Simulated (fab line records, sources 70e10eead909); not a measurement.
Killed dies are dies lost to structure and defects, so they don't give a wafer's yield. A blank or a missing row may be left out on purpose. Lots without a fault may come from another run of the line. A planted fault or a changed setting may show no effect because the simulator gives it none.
Which tool did it? | flow nand_harc | 24 lots, 72 wafers sampled, at 6 steps of a route of 1302

WHAT THE GAUGES READ, wafer by wafer
The record holds no reading of a measuring or inspecting step that can be judged against a usual standard deviation.

WHICH TOOL RAN EACH LOT (tool, then ch and the chambers of the sampled wafers, then the start)
lot  | NHARC_A_M0_ETCH_34                 | NHARC_A_M0_STRIP_18                | NHARC_A_M1_DEGAS_29          | NHARC_A_M1_PRE_CLEAN_30                 | NHARC_A_M1_ANNEAL_31             | NHARC_A_BONDPAD_PRE_CLEAN_26
L074 | rie_diel-07 ch 0,1, day 22 22:49   | rie_diel-04 ch 0,2,3, day 22 23:09 | pvd_sputter-02, day 23 03:46 | pvd_sputter-02, day 23 04:30 or earlier | rtp_anneal-01 ch 0, day 23 04:30 | pvd_sputter-01, no start
L075 | rie_diel-07 ch 1,2, day 23 11:23   | rie_diel-13 ch 0,1, day 23 11:40   | pvd_sputter-02, day 23 16:22 | pvd_sputter-02, day 23 17:07 or earlier | rtp_anneal-02 ch 0, day 23 17:07 | pvd_sputter-01, no start
L076 | rie_diel-07 ch 1,2,3, day 23 14:02 | rie_diel-13 ch 1,3, day 23 14:20   | pvd_sputter-02, day 23 19:05 | pvd_sputter-02, day 23 19:52 or earlier | rtp_anneal-01 ch 0, day 23 19:52 | pvd_sputter-02, no start
L077 | rie_diel-13 ch 0,1,3, day 23 17:20 | rie_diel-04 ch 1,2, day 23 17:37   | pvd_sputter-01, day 23 22:19 | pvd_sputter-01, day 23 23:04 or earlier | rtp_anneal-01 ch 0, day 23 23:04 | pvd_sputter-03, no start
L078 | rie_diel-07 ch 0,3, day 24 03:32   | rie_diel-04 ch 1,2, day 24 03:49   | pvd_sputter-01, day 24 08:49 | pvd_sputter-01, day 24 09:34 or earlier | rtp_anneal-01 ch 0, day 24 09:34 | pvd_sputter-03, no start
L080 | rie_diel-13 ch 0,3, day 24 22:45   | rie_diel-13 ch 0,2, day 24 23:03   | pvd_sputter-02, day 25 03:46 | pvd_sputter-02, day 25 04:32 or earlier | rtp_anneal-02 ch 0, day 25 04:32 | pvd_sputter-03, no start
L079 | rie_diel-04 ch 1,3, day 24 23:05   | rie_diel-04 ch 1,2,3, day 24 23:24 | pvd_sputter-03, day 25 04:10 | pvd_sputter-03, day 25 04:53 or earlier | rtp_anneal-01 ch 0, day 25 04:53 | pvd_sputter-03, no start
L081 | rie_diel-13 ch 0,2,3, day 25 14:43 | rie_diel-04 ch 0,2,3, day 25 15:04 | pvd_sputter-01, day 25 19:37 | pvd_sputter-01, day 25 20:26 or earlier | rtp_anneal-01 ch 0, day 25 20:26 | pvd_sputter-02, no start
L082 | rie_diel-13 ch 0,2,3, day 26 17:43 | rie_diel-04 ch 1,2, day 26 18:00   | pvd_sputter-02, day 26 22:43 | pvd_sputter-02, day 26 23:29 or earlier | rtp_anneal-01 ch 0, day 26 23:29 | pvd_sputter-03, no start
L085 | rie_diel-13 ch 0,2, day 27 17:08   | rie_diel-07 ch 0,2, day 27 17:26   | pvd_sputter-01, day 27 22:07 | pvd_sputter-01, day 27 22:56 or earlier | rtp_anneal-02 ch 0, day 27 22:56 | pvd_sputter-01, no start
L083 | rie_diel-07 ch 1,2,3, day 27 18:37 | rie_diel-13 ch 0,1,3, day 27 18:55 | pvd_sputter-03, day 27 23:41 | pvd_sputter-03, day 28 00:25 or earlier | rtp_anneal-02 ch 0, day 28 00:25 | pvd_sputter-03, no start
L086 | rie_diel-04 ch 0,3, day 27 21:40   | rie_diel-13 ch 2,3, day 27 22:01   | pvd_sputter-03, day 28 02:37 | pvd_sputter-03, day 28 03:21 or earlier | rtp_anneal-01 ch 0, day 28 03:21 | pvd_sputter-03, no start
L087 | rie_diel-13 ch 0,1,3, day 28 00:07 | rie_diel-13 ch 1,2,3, day 28 00:25 | pvd_sputter-03, day 28 05:08 | pvd_sputter-03, day 28 05:52 or earlier | rtp_anneal-01 ch 0, day 28 05:52 | pvd_sputter-03, no start
L084 | rie_diel-04 ch 0,3, day 28 00:28   | rie_diel-13 ch 0,1,2, day 28 00:47 | pvd_sputter-01, day 28 05:30 | pvd_sputter-01, day 28 06:17 or earlier | rtp_anneal-02 ch 0, day 28 06:17 | pvd_sputter-02, no start
L088 | rie_diel-13 ch 1,2, day 28 21:52   | rie_diel-13 ch 0,1,3, day 28 22:11 | pvd_sputter-02, day 29 02:49 | pvd_sputter-02, day 29 03:37 or earlier | rtp_anneal-01 ch 0, day 29 03:37 | pvd_sputter-01, no start
L091 | rie_diel-13 ch 2,3, day 29 14:08   | rie_diel-04 ch 0,2,3, day 29 14:29 | pvd_sputter-03, day 29 19:07 | pvd_sputter-03, day 29 19:52 or earlier | rtp_anneal-01 ch 0, day 29 19:52 | pvd_sputter-01, no start
L090 | rie_diel-07 ch 2,3, day 29 22:36   | rie_diel-13 ch 1,2,3, day 29 22:57 | pvd_sputter-02, day 30 03:47 | pvd_sputter-02, day 30 04:35 or earlier | rtp_anneal-02 ch 0, day 30 04:35 | pvd_sputter-03, no start
L089 | rie_diel-07 ch 1,2, day 30 03:20   | rie_diel-04 ch 0,3, day 30 03:38   | pvd_sputter-01, day 30 08:28 | pvd_sputter-01, day 30 09:14 or earlier | rtp_anneal-02 ch 0, day 30 09:14 | pvd_sputter-01, no start
L092 | rie_diel-04 ch 0,1,2, day 30 04:56 | rie_diel-07 ch 0,3, day 30 05:53   | pvd_sputter-01, day 30 10:42 | pvd_sputter-01, day 30 11:25 or earlier | rtp_anneal-01 ch 0, day 30 11:25 | pvd_sputter-02, no start
L093 | rie_diel-07 ch 0,2,3, day 30 18:41 | rie_diel-13 ch 0,1,3, day 30 19:01 | pvd_sputter-02, day 30 23:38 | pvd_sputter-02, day 31 00:22 or earlier | rtp_anneal-01 ch 0, day 31 00:22 | pvd_sputter-01, no start
L094 | rie_diel-07 ch 0,3, day 30 21:26   | rie_diel-13 ch 0,1,3, day 30 21:47 | pvd_sputter-02, day 31 02:29 | pvd_sputter-02, day 31 03:16 or earlier | rtp_anneal-01 ch 0, day 31 03:16 | pvd_sputter-02, no start
L095 | rie_diel-04 ch 0,1,3, day 31 18:50 | rie_diel-07 ch 0,2,3, day 31 19:08 | pvd_sputter-01, day 32 00:11 | pvd_sputter-01, day 32 01:01 or earlier | rtp_anneal-01 ch 0, day 32 01:01 | pvd_sputter-03, no start
L096 | rie_diel-04 ch 0,1,3, day 31 20:12 | rie_diel-07 ch 1,2, day 31 20:29   | pvd_sputter-03, day 32 01:20 | pvd_sputter-03, day 32 02:04 or earlier | rtp_anneal-01 ch 0, day 32 02:04 | pvd_sputter-03, no start
L097 | rie_diel-04 ch 1,3, day 32 05:53   | rie_diel-13 ch 2,3, day 32 06:10   | pvd_sputter-02, day 32 11:10 | pvd_sputter-02, day 32 11:53 or earlier | rtp_anneal-01 ch 0, day 32 11:53 | pvd_sputter-03, no start
- NHARC_A_M0_ETCH_34: etches the open film in N2/H2, target depth 40 nm, overetch 12 nm, time 43.94 s.
- NHARC_A_M0_STRIP_18: strips in N2/H2.
- NHARC_A_M1_DEGAS_29: time 60 s.
- NHARC_A_M1_PRE_CLEAN_30: time 30 s.
- NHARC_A_M1_ANNEAL_31: time 90 s.
- NHARC_A_BONDPAD_PRE_CLEAN_26: time 30 s.

WHAT THE TOOLS THEMSELVES READ (means of the sampled wafers that have a number; where no wafer has one, the mark that the record gives instead)
NHARC_A_M0_ETCH_34.
lot  | tool        | drypump_motor_current_A (A) | oes_product_au (a.u.) | rf_vpp_V (V) | showerhead_plenum_p_Torr (Torr) | throttle_valve_pct (%)
L074 | rie_diel-07 | 5.55                        | 0.989                 | 428.4        | 1.96                            | 14.174
L075 | rie_diel-07 | 5.56                        | 0.990                 | 431.9        | 2.08                            | 14.170
L076 | rie_diel-07 | 5.61                        | 0.992                 | 428.7        | 2.02                            | 14.167
L077 | rie_diel-13 | 5.95                        | 0.994                 | 430.4        | 2.03                            | 14.171
L078 | rie_diel-07 | 5.74                        | 1.000                 | 426.9        | 1.90                            | 14.170
L080 | rie_diel-13 | 6.01                        | 0.994                 | 431.2        | 2.07                            | 14.171
L079 | rie_diel-04 | 5.63                        | 1.000                 | 431.8        | 2.08                            | 14.169
L081 | rie_diel-13 | 6.01                        | 0.995                 | 432.2        | 2.10                            | 14.167
L082 | rie_diel-13 | 6.00                        | 1.009                 | 432.7        | 2.10                            | 14.176
L085 | rie_diel-13 | 6.18                        | 1.014                 | 432.8        | 2.13                            | 14.178
L083 | rie_diel-07 | 5.62                        | 0.996                 | 429.5        | 2.02                            | 14.167
L086 | rie_diel-04 | 6.02                        | 1.003                 | 432.5        | 2.11                            | 14.179
L087 | rie_diel-13 | 5.94                        | 0.994                 | 430.6        | 2.03                            | 14.168
L084 | rie_diel-04 | 5.88                        | 1.006                 | 431.2        | 2.07                            | 14.176
L088 | rie_diel-13 | 6.07                        | 1.008                 | 430.9        | 2.03                            | 14.172
L091 | rie_diel-13 | 6.02                        | 1.001                 | 433.0        | 2.13                            | 14.176
L090 | rie_diel-07 | 5.79                        | 0.988                 | 428.4        | 1.96                            | 14.174
L089 | rie_diel-07 | 5.56                        | 0.987                 | 431.3        | 2.08                            | 14.171
L092 | rie_diel-04 | 5.68                        | 1.001                 | 432.8        | 2.12                            | 14.168
L093 | rie_diel-07 | 5.74                        | 0.982                 | 428.3        | 1.96                            | 14.170
L094 | rie_diel-07 | 5.73                        | 0.995                 | 425.6        | 1.90                            | 14.167
L095 | rie_diel-04 | 5.83                        | 0.999                 | 432.0        | 2.10                            | 14.177
L096 | rie_diel-04 | 5.84                        | 1.001                 | 432.0        | 2.10                            | 14.169
L097 | rie_diel-04 | 5.64                        | 0.996                 | 431.5        | 2.08                            | 14.167

NHARC_A_M0_STRIP_18.
lot  | tool        | drypump_motor_current_A (A) | oes_product_au (a.u.) | power_w (W) | rf_vpp_V (V) | showerhead_plenum_p_Torr (Torr) | throttle_valve_pct (%)
L074 | rie_diel-04 | 5.77                        | 1.008                 | 1000.8      | 90.8         | 2.09                            | 14.177
L075 | rie_diel-13 | 6.14                        | 0.994                 | 999.9       | 90.9         | 2.03                            | 14.178
L076 | rie_diel-13 | 5.89                        | 0.993                 | 996.6       | 90.0         | 1.99                            | 14.179
L077 | rie_diel-04 | 5.48                        | 0.996                 | 1002.4      | 91.1         | 2.10                            | 14.163
L078 | rie_diel-04 | 5.47                        | 1.005                 | 995.7       | 90.5         | 2.10                            | 14.165
L080 | rie_diel-13 | 6.22                        | 0.998                 | 1000.7      | 91.3         | 2.14                            | 14.168
L079 | rie_diel-04 | 5.56                        | 1.006                 | 998.3       | 90.6         | 2.07                            | 14.176
L081 | rie_diel-04 | 5.75                        | 1.012                 | 998.2       | 91.0         | 2.09                            | 14.175
L082 | rie_diel-04 | 5.41                        | 1.007                 | 999.0       | 90.8         | 2.10                            | 14.171
L085 | rie_diel-07 | 5.68                        | 0.982                 | 1000.2      | 90.6         | 2.03                            | 14.190
L083 | rie_diel-13 | 5.94                        | 0.999                 | 995.9       | 90.3         | 2.03                            | 14.172
L086 | rie_diel-13 | 6.01                        | 1.005                 | 1001.0      | 92.0         | 2.13                            | 14.171
L087 | rie_diel-13 | 5.94                        | 1.002                 | 1001.6      | 89.7         | 2.06                            | 14.172
L084 | rie_diel-13 | 6.15                        | 1.010                 | 997.5       | 90.3         | 2.06                            | 14.170
L088 | rie_diel-13 | 5.97                        | 1.008                 | 997.3       | 90.3         | 2.03                            | 14.181
L091 | rie_diel-04 | 5.77                        | 1.003                 | 999.6       | 91.2         | 2.09                            | 14.177
L090 | rie_diel-13 | 5.96                        | 1.006                 | 1000.7      | 90.9         | 2.06                            | 14.178
L089 | rie_diel-04 | 5.91                        | 1.000                 | 1003.3      | 91.5         | 2.07                            | 14.174
L092 | rie_diel-07 | 5.74                        | 1.004                 | 1002.0      | 90.0         | 1.90                            | 14.170
L093 | rie_diel-13 | 5.94                        | 0.999                 | 1000.7      | 90.7         | 2.03                            | 14.178
L094 | rie_diel-13 | 5.96                        | 0.987                 | 997.3       | 91.0         | 2.03                            | 14.169
L095 | rie_diel-07 | 5.73                        | 0.981                 | 998.2       | 89.8         | 1.96                            | 14.172
L096 | rie_diel-07 | 5.44                        | 0.989                 | 1000.3      | 91.7         | 2.07                            | 14.171
L097 | rie_diel-13 | 5.98                        | 1.001                 | 1001.3      | 91.3         | 2.13                            | 14.165

NHARC_A_M1_DEGAS_29.
lot  | tool           | heater_power_w (W)
L074 | pvd_sputter-02 | 376
L075 | pvd_sputter-02 | 379
L076 | pvd_sputter-02 | 357
L077 | pvd_sputter-01 | 342
L078 | pvd_sputter-01 | 350
L080 | pvd_sputter-02 | 377
L079 | pvd_sputter-03 | 325
L081 | pvd_sputter-01 | 325
L082 | pvd_sputter-02 | 359
L085 | pvd_sputter-01 | 360
L083 | pvd_sputter-03 | 319
L086 | pvd_sputter-03 | 325
L087 | pvd_sputter-03 | 320
L084 | pvd_sputter-01 | 338
L088 | pvd_sputter-02 | 338
L091 | pvd_sputter-03 | 304
L090 | pvd_sputter-02 | 360
L089 | pvd_sputter-01 | 334
L092 | pvd_sputter-01 | 373
L093 | pvd_sputter-02 | 357
L094 | pvd_sputter-02 | 362
L095 | pvd_sputter-01 | 343
L096 | pvd_sputter-03 | 295
L097 | pvd_sputter-02 | 394

NHARC_A_M1_PRE_CLEAN_30.
lot  | tool           | heater_power_w (W)
L074 | pvd_sputter-02 | 439
L075 | pvd_sputter-02 | 446
L076 | pvd_sputter-02 | 429
L077 | pvd_sputter-01 | 416
L078 | pvd_sputter-01 | 400
L080 | pvd_sputter-02 | 462
L079 | pvd_sputter-03 | 425
L081 | pvd_sputter-01 | 444
L082 | pvd_sputter-02 | 434
L085 | pvd_sputter-01 | 427
L083 | pvd_sputter-03 | 387
L086 | pvd_sputter-03 | 393
L087 | pvd_sputter-03 | 431
L084 | pvd_sputter-01 | 447
L088 | pvd_sputter-02 | 433
L091 | pvd_sputter-03 | 410
L090 | pvd_sputter-02 | 425
L089 | pvd_sputter-01 | 456
L092 | pvd_sputter-01 | 408
L093 | pvd_sputter-02 | 458
L094 | pvd_sputter-02 | 434
L095 | pvd_sputter-01 | 415
L096 | pvd_sputter-03 | 404
L097 | pvd_sputter-02 | 455

NHARC_A_M1_ANNEAL_31.
lot  | tool          | anneal_temp_c (C) | anneal_temp_c_max | wafer_temp_C_max
L074 | rtp_anneal-01 | 224.75            | 225.7             | 226.0
L075 | rtp_anneal-02 | 224.93            | 226.2             | 226.7
L076 | rtp_anneal-01 | 225.11            | 226.1             | 226.0
L077 | rtp_anneal-01 | 224.88            | 226.0             | 226.1
L078 | rtp_anneal-01 | 225.08            | 226.2             | 225.7
L080 | rtp_anneal-02 | 224.98            | 226.5             | 226.6
L079 | rtp_anneal-01 | 224.91            | 226.0             | 226.1
L081 | rtp_anneal-01 | 224.86            | 225.9             | 225.6
L082 | rtp_anneal-01 | 224.74            | 225.7             | 225.7
L085 | rtp_anneal-02 | 225.09            | 226.7             | 226.6
L083 | rtp_anneal-02 | 225.02            | 226.5             | 226.9
L086 | rtp_anneal-01 | 224.96            | 226.0             | 225.9
L087 | rtp_anneal-01 | 225.01            | 226.1             | 225.9
L084 | rtp_anneal-02 | 225.00            | 226.3             | 226.6
L088 | rtp_anneal-01 | 224.85            | 225.8             | 225.8
L091 | rtp_anneal-01 | 225.15            | 226.1             | 225.9
L090 | rtp_anneal-02 | 224.86            | 226.3             | 226.3
L089 | rtp_anneal-02 | 224.91            | 226.3             | 226.4
L092 | rtp_anneal-01 | 224.87            | 225.8             | 225.8
L093 | rtp_anneal-01 | 224.69            | 225.8             | 225.7
L094 | rtp_anneal-01 | 225.14            | 226.0             | 225.9
L095 | rtp_anneal-01 | 225.31            | 226.1             | 226.1
L096 | rtp_anneal-01 | 224.80            | 225.7             | 225.8
L097 | rtp_anneal-01 | 224.93            | 226.0             | 225.7

NHARC_A_BONDPAD_PRE_CLEAN_26.
lot  | tool           | heater_power_w (W)
L074 | pvd_sputter-01 | 410
L075 | pvd_sputter-01 | 440
L076 | pvd_sputter-02 | 434
L077 | pvd_sputter-03 | 413
L078 | pvd_sputter-03 | 397
L080 | pvd_sputter-03 | 410
L079 | pvd_sputter-03 | 396
L081 | pvd_sputter-02 | 438
L082 | pvd_sputter-03 | 416
L085 | pvd_sputter-01 | 449
L083 | pvd_sputter-03 | 413
L086 | pvd_sputter-03 | 387
L087 | pvd_sputter-03 | 399
L084 | pvd_sputter-02 | 454
L088 | pvd_sputter-01 | 430
L091 | pvd_sputter-01 | 421
L090 | pvd_sputter-03 | 404
L089 | pvd_sputter-01 | 455
L092 | pvd_sputter-02 | 443
L093 | pvd_sputter-01 | 452
L094 | pvd_sputter-02 | 441
L095 | pvd_sputter-03 | 375
L096 | pvd_sputter-03 | 395
L097 | pvd_sputter-03 | 400

THE ANSWER, worked out from the rows above alone
Rule: what is usual is taken from the lots themselves. Put in order of their means at a reading, lots are off if they are a third of the lots or fewer, leave a main group of 4 or more, and stand apart from it by a gap of 3 or more times the standard deviation of the main group's means; of several such gaps the widest counts. A main group whose means are all the same, to the digits that the tables above print for the reading, isn't used. A lot without any number at a reading at which 4 lots or more have one is off too. The other lots that the step has rows for count as sound. The gauges are gone through in route order, then the tools' own readings, and for those a lot's mean is taken as printed above. The first step at which some lot is off is used, and at that step the reading that is off furthest; a lot without a number counts as furthest.
No lot is off at any reading shown: from this, nothing can be told.

WHAT THE SIMULATOR HAD PUT IN
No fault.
